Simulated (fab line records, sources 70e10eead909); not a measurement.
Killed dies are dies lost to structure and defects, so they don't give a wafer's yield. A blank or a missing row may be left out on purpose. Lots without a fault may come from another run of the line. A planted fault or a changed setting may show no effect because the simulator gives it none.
fab line records | flow nand_harc | part 2 of 2: steps 5 to 6 of 6
record lots=22 wafers=66 last_day=34
route steps=1302 shown P_CONTACT@240 P_M1@312 A_CHANNEL_HOLE_D1@476 A_CHANNEL_FILL_D2@612 A_STAIRCASE@683
lots that met no fault: from a run of the same line without faults
start_h: hours from the record's first day to the start of the lot's first wafer shown | wait_h: hours since the lot's step before | " the same as in the row above | L1.1+2: a row that stands for several wafers | - no value, or no start given | * or withheld: withheld | < > ~ a bound
route shown NAME@n: a module of which the file shows steps, and the number in the route of the first | usual: mean/standard deviation of fault-free wafers | same: alike in all rows | chamber/n: place in a boat | sites: the reading at each site | _std_site: their standard deviation | _edge_site: outer sites' mean less inner sites' | radius_mm: how far each site lies from the wafer's centre | mask NAME#n: copy n | behind: the tool/chamber that last shaped the wafer | hold: why the lot was held/for how many hours/how that ended | device: the transistor (n, p or np) that didn't switch | end of line: the same wafers' tests at the end of the route | a step without rows: its recipe alone | killed: dies lost to structure and defects at the first sort, not the wafer's yield | map: a wafer's dies, x killed, . not, _ none there
set.NAME: the setting as run; set.NAME@STEP: as run at that earlier step | model.NAME: the simulator's own value behind a step, which no gauge read
steps of the route over a sample of lots; a table a step, a row a wafer
services: from which hour (start_h, from the record's first day; less than 0 if before it) a tool's chamber was out of use, for how many hours, and why
## steps
# step NHARC_A_STAIRCASE_TRIM_26
# recipe time_s=211.2 o2_flow_sccm=500 ar_flow_sccm=0 bias_w=0 chemistry=O2
# usual drypump_motor_current_A=5.7/0.57 o2_flow_sccm=499.9/1.5 oes_product_au=1.001/0.0088 rf_vpp_V=57.7/0.93 showerhead_plenum_p_Torr=3.53/0.18 throttle_valve_pct=17.035/0.0091
# columns lot.wafer tool chamber start_h wait_h drypump_motor_current_A o2_flow_sccm oes_product_au rf_hours_counter_h rf_vpp_V showerhead_plenum_p_Torr throttle_valve_pct
L075.2 rie_diel-13 0 - - 6.3 500.5 1.002 1 56.6 3.51 17.035
L075.1 " 2 " " 5.3 499.5 0.997 1 59.0 3.37 17.051
L075.5 " 0 " " 6.2 499.6 0.989 - 59.2 3.51 17.035
L074.2 rie_diel-12 0 - - 4.9 500.5 0.986 30 58.2 3.33 17.034
L074.4 " 2 " " 5.1 499.3 1.002 28 58.6 3.28 17.033
L074.3 " 3 " " 5.7 497.7 0.998 30 56.2 3.64 17.047
L076.2 rie_diel-13 1 - - 6.3 499.6 1.006 10 56.4 3.31 17.038
L076.3 " 0 " " 6.2 500.0 1.000 11 58.1 3.51 17.056
L076.5 " 2 " " 5.3 501.2 1.004 - 57.4 3.37 17.051
L077.4 rie_diel-12 0 - - 4.9 501.0 0.992 43 57.9 3.32 17.036
L077.3 " 2 " " 5.1 500.9 1.020 36 56.6 3.27 17.018
L077.5 " 0 " " 4.9 501.8 1.004 - 56.1 3.32 17.041
L079.4 rie_diel-13 3 - - 5.4 499.0 1.000 17 58.6 3.65 17.048
L079.1 " 0 " " 6.2 501.0 1.004 18 56.9 3.50 17.037
L079.2 " 1 " " 6.3 498.4 1.012 16 57.6 3.31 17.029
L078.4 rie_diel-13 3 - - 5.4 500.9 1.005 18 59.6 3.65 17.061
L078.5 " 1 " " 6.3 503.4 1.014 - 55.6 3.31 17.032
L078.6 " 2 " " 5.2 496.9 1.011 - 57.2 3.37 17.031
L081.2 rie_diel-12 2 - - 5.1 498.9 1.002 44 56.7 3.27 17.030
L081.1 " 1 " " 6.5 500.2 1.012 51 59.3 3.49 17.040
L081.5 " 2 " " 5.1 498.6 1.012 - 57.1 3.27 17.032
L080.4 rie_diel-13 0 - - 6.3 499.7 1.003 23 57.5 3.50 17.035
L080.3 " 2 " " 5.3 497.9 1.010 17 56.6 3.37 17.032
L080.6 " 3 " " 5.4 500.4 1.014 - 59.2 3.65 17.015
L082.2 rie_diel-02 1 - - 5.0 499.2 0.985 14 59.0 3.80 17.046
L082.3 " 2 " " 6.6 499.9 0.996 10 56.2 3.46 17.053
L082.4 " 2 " " 6.5 499.8 1.004 - 57.0 3.46 17.024
L083.2 rie_diel-02 0 - - 5.8 499.8 0.983 10 56.6 3.77 17.029
L083.3 " 1 " " 5.0 498.7 0.984 16 58.3 3.80 17.021
L083.6 " 0 " " 5.8 498.8 0.997 - 58.2 3.77 17.044
L084.1 rie_diel-02 1 - - 5.0 498.2 0.995 24 57.8 3.79 17.037
L084.3 " 2 " " 6.5 498.6 1.003 21 57.1 3.46 17.033
L084.6 " 1 " " 5.0 498.3 0.997 - 58.8 3.79 17.045
L085.3 rie_diel-02 1 - - 5.0 502.7 0.986 26 57.6 3.79 17.036
L085.1 " 3 " " 5.9 501.2 1.000 15 58.0 3.41 17.024
L085.6 " 1 " " 5.0 499.5 0.984 - 59.9 3.79 17.036
L087.2 rie_diel-13 3 - - 5.4 500.2 1.007 38 59.4 3.64 17.043
L087.4 " 1 " " 6.3 499.4 1.001 38 57.5 3.30 17.031
L087.3 " 2 " " 5.3 500.3 0.993 35 56.6 3.36 17.045
L086.4 rie_diel-12 2 - - 5.1 501.0 1.011 - 58.5 3.80 17.055
L086.5 " 3 " " 5.7 499.9 0.998 - 57.2 3.62 17.027
L086.6 " 0 " " 4.9 500.3 1.017 - 58.1 3.31 17.032
L088.2 rie_diel-02 1 - - 5.0 502.1 0.990 33 57.0 3.79 17.025
L088.3 " 3 " " 6.0 499.1 1.001 29 57.3 3.40 17.045
L088.5 " 2 " " 6.6 501.2 1.006 - 57.9 3.45 17.045
L090.1 rie_diel-12 1 - - 6.5 499.1 1.004 20 56.1 3.47 17.023
L090.4 " 3 " " 5.7 499.4 0.991 24 57.9 3.61 17.044
L090.5 " 1 " " 6.5 499.7 1.010 - 58.2 3.47 17.039
L091.1 rie_diel-02 1 - - 5.0 499.6 0.988 39 58.2 3.79 17.025
L091.3 " 2 " " 6.6 499.0 0.998 42 59.3 3.44 17.026
L091.5 " 1 " " 5.0 498.6 0.997 - 57.6 3.79 17.044
L092.3 rie_diel-13 2 - - 5.3 500.6 1.004 0 56.3 3.35 17.018
L092.1 " 0 " " 6.2 499.5 0.998 0 57.7 3.49 17.029
L092.5 " 3 " " 5.4 499.0 1.012 - 58.5 3.63 17.018
L093.3 rie_diel-13 1 - - 6.3 503.6 1.010 4 57.5 3.29 17.045
L093.4 " 3 " " 5.4 498.9 1.012 4 58.3 3.63 17.039
L093.5 " 1 " " 6.3 501.8 1.013 - 56.8 3.29 17.035
L096.1 rie_diel-12 0 - - 4.9 501.2 0.990 38 58.1 3.29 17.029
L096.3 " 3 " " 5.8 498.5 0.988 39 58.4 3.60 17.032
L096.6 " 0 " " 4.9 499.0 1.003 - 58.4 3.29 17.031
L094.4 rie_diel-13 2 - - 5.3 498.7 0.988 12 57.9 3.34 17.038
L094.2 " 3 " " 5.4 500.6 0.999 10 57.5 3.62 17.048
L094.3 " 0 " " 6.2 501.8 0.997 9 57.6 3.48 17.028
L097.4 rie_diel-02 0 - - 5.8 497.7 1.002 1 57.0 3.74 17.034
L097.3 " 1 " " 5.0 497.2 1.010 1 58.8 3.78 17.023
L097.5 " 1 " " 5.0 495.9 0.999 - 57.8 3.78 17.036
# step NHARC_A_STAIRCASE_DESCUM_219
# recipe time_s=3 o2_flow_sccm=200 ar_flow_sccm=0 bias_power_w=0 chemistry=O2
# usual drypump_motor_current_A=5.7/0.57 o2_flow_sccm=200.0/0.51 oes_product_au=1.002/0.0081 rf_vpp_V=57.7/0.86 showerhead_plenum_p_Torr=1.91/0.1 throttle_valve_pct=11.310/0.0097
# columns lot.wafer tool chamber start_h wait_h drypump_motor_current_A o2_flow_sccm oes_product_au rf_hours_counter_h rf_vpp_V showerhead_plenum_p_Torr throttle_valve_pct
L075.1 rie_diel-13 3 362.59 - 5.4 199.7 1.021 2 58.5 1.99 11.303
L075.2 " 1 " " 6.3 198.4 1.009 2 57.9 1.79 11.306
L075.5 " 3 " " 5.4 200.3 1.013 - 60.0 1.99 11.307
L074.3 rie_diel-13 0 362.90 - 6.2 199.5 0.987 2 58.0 1.90 11.302
L074.2 " 1 " " 6.3 201.6 1.003 3 57.7 1.79 11.283
L074.4 " 3 " " 5.4 200.2 1.010 2 57.5 1.99 11.307
L076.3 rie_diel-02 3 385.98 - 5.9 201.1 0.996 54 57.2 1.85 11.303
L076.2 " 0 " " 5.8 200.8 1.017 50 59.2 2.06 11.308
L076.5 " 2 " " 6.6 200.5 1.008 - 57.4 1.88 11.326
L077.4 rie_diel-12 0 404.26 - 4.9 199.9 0.996 45 57.9 1.79 11.306
L077.3 " 2 " " 5.1 199.6 1.014 38 57.7 1.77 11.308
L077.5 " 0 " " 4.9 200.3 0.986 - 57.6 1.79 11.330
L079.4 rie_diel-13 1 410.94 - 6.3 200.1 1.006 17 59.0 1.78 11.315
L079.1 " 2 " " 5.3 200.8 1.012 13 57.5 1.82 11.319
L079.2 " 3 " " 5.4 200.0 0.998 18 59.4 1.98 11.324
L078.4 rie_diel-02 0 411.23 - 5.8 199.7 0.999 2 58.3 2.06 11.303
L078.6 " 2 " " 6.6 199.3 0.995 - 56.6 1.88 11.303
L078.5 " 3 " " 5.9 200.0 1.006 - 56.3 1.85 11.301
L081.1 rie_diel-02 1 424.76 - 5.0 199.7 0.997 9 58.0 2.07 11.315
L081.2 " 2 " " 6.5 200.1 1.005 6 58.2 1.88 11.306
L081.5 " 2 " " 6.6 199.9 0.986 - 57.8 1.88 11.319
L080.4 rie_diel-12 2 429.70 - 5.1 200.2 1.017 48 56.1 1.76 11.304
L080.3 " 0 " " 4.9 199.8 0.994 57 57.7 1.79 11.311
L080.6 " 1 " " 6.5 198.9 0.998 - 57.2 1.89 11.306
L082.2 rie_diel-02 0 438.62 - 5.8 200.1 0.989 9 57.9 2.05 11.314
L082.3 " 2 " " 6.5 199.9 1.009 11 56.8 1.87 11.320
L082.4 " 1 " " 5.0 200.8 0.990 - 57.6 2.07 11.333
L083.2 rie_diel-13 0 446.36 - 6.2 199.6 0.996 28 58.4 1.90 11.321
L083.3 " 1 " " 6.3 200.2 1.004 27 57.5 1.78 11.304
L083.6 " 2 " " 5.3 199.2 1.000 - 58.8 1.82 11.316
L084.3 rie_diel-12 0 462.90 - 4.9 200.7 0.993 1 58.1 1.79 11.284
L084.1 " 3 " " 5.7 200.6 0.982 3 58.4 1.97 11.303
L084.6 " 1 " " 6.6 199.8 0.995 - 58.5 1.88 11.312
L085.3 rie_diel-12 3 471.92 - 5.7 200.0 0.989 6 57.8 1.97 11.311
L085.1 " 2 " " 5.1 200.1 1.003 5 57.3 2.07 11.311
L085.6 " 0 " " 4.9 199.0 0.991 - 58.0 1.79 11.317
L086.4 rie_diel-13 1 482.41 - 6.3 200.7 1.004 40 56.0 1.78 11.312
L086.6 " 2 " " 5.3 199.1 1.015 - 58.2 1.81 11.304
L086.5 " 3 " " 5.4 199.7 1.011 - 57.6 1.98 11.310
L087.4 rie_diel-02 0 483.06 - 5.8 200.2 0.997 29 58.4 2.05 11.313
L087.2 " 2 " " 6.5 199.8 1.009 30 56.6 1.87 11.302
L087.3 " 3 " " 5.9 199.7 0.999 23 58.6 1.84 11.317
L088.3 rie_diel-02 0 512.38 - 5.8 200.1 0.990 35 59.5 2.05 11.322
L088.2 " 1 " " 5.0 200.3 1.005 35 58.7 2.06 11.302
L088.5 " 0 " " 5.8 199.6 0.992 - 57.2 2.05 11.312
L090.1 rie_diel-02 1 526.99 - 5.0 201.0 1.003 40 57.8 2.06 11.297
L090.4 " 3 " " 5.9 200.1 1.007 39 58.7 1.84 11.301
L090.5 " 2 " " 6.6 200.3 1.008 - 57.0 1.86 11.322
L091.3 rie_diel-02 3 527.67 - 5.9 198.9 1.001 40 56.0 1.84 11.316
L091.1 " 0 " " 5.8 199.7 1.002 44 58.4 2.04 11.312
L091.5 " 3 " " 5.9 199.2 0.996 - 56.5 1.84 11.322
L092.3 rie_diel-13 0 537.96 - 6.2 199.4 0.995 2 57.9 1.89 11.318
L092.1 " 1 " " 6.3 199.5 1.012 2 56.9 1.77 11.312
L092.5 " 2 " " 5.3 199.7 1.007 - 56.5 1.81 11.311
L093.3 rie_diel-02 1 549.91 - 5.0 200.5 0.999 46 57.5 2.06 11.299
L093.4 " 3 " " 5.9 200.3 0.998 - 58.1 1.84 11.299
L093.5 " 0 " " 5.8 199.2 0.995 - 57.8 2.04 11.323
L096.3 rie_diel-02 0 569.92 - 5.8 199.4 0.995 58 57.6 2.04 11.328
L096.1 " 1 " " 5.0 200.2 0.987 55 57.4 2.06 11.322
L096.6 " 2 " " 6.5 200.0 1.003 - 57.9 1.86 11.326
L094.4 rie_diel-12 1 570.22 - 6.5 199.8 1.004 35 58.2 1.87 11.314
L094.2 " 2 " " 5.1 199.8 1.011 38 59.1 2.06 11.323
L094.3 " 3 " " 5.7 200.0 0.994 40 56.5 1.96 11.292
L097.4 rie_diel-13 3 590.07 - 5.4 200.6 1.009 17 56.6 1.97 11.322
L097.3 " 1 " " 6.3 200.0 1.011 20 55.9 1.77 11.313
L097.5 " 2 " " 5.3 199.6 0.993 - 57.3 1.80 11.315
## services
# columns tool chamber start_h hours kind
rie_diel-02 1 149.41 5.6 repair
rie_diel-13 3 154.79 10.9 repair
rie_diel-13 2 160.84 3.0 repair
rie_diel-13 - 165.03 9.0 pm
rie_diel-02 1 195.38 15.9 repair
rie_diel-13 2 196.67 6.1 repair
rie_diel-02 0 200.28 5.6 repair
rie_diel-02 3 210.41 7.3 repair
rie_diel-13 1 216.15 3.1 repair
rie_diel-02 - 217.46 9.0 pm
rie_diel-13 2 257.45 5.0 repair
rie_diel-13 3 274.77 7.7 repair
rie_diel-13 3 327.11 7.0 repair
rie_diel-13 - 344.18 9.0 pm
rie_diel-13 - 359.23 0.7 repair
rie_diel-13 2 366.09 6.4 repair
rie_diel-02 0 377.40 2.1 repair
rie_diel-02 - 394.46 9.0 pm
rie_diel-13 - 423.11 5.7 repair
rie_diel-02 0 424.08 12.3 repair
rie_diel-02 3 434.93 28.6 repair
rie_diel-13 0 475.54 6.6 repair
rie_diel-13 3 499.83 6.7 repair
rie_diel-02 2 547.77 7.8 repair
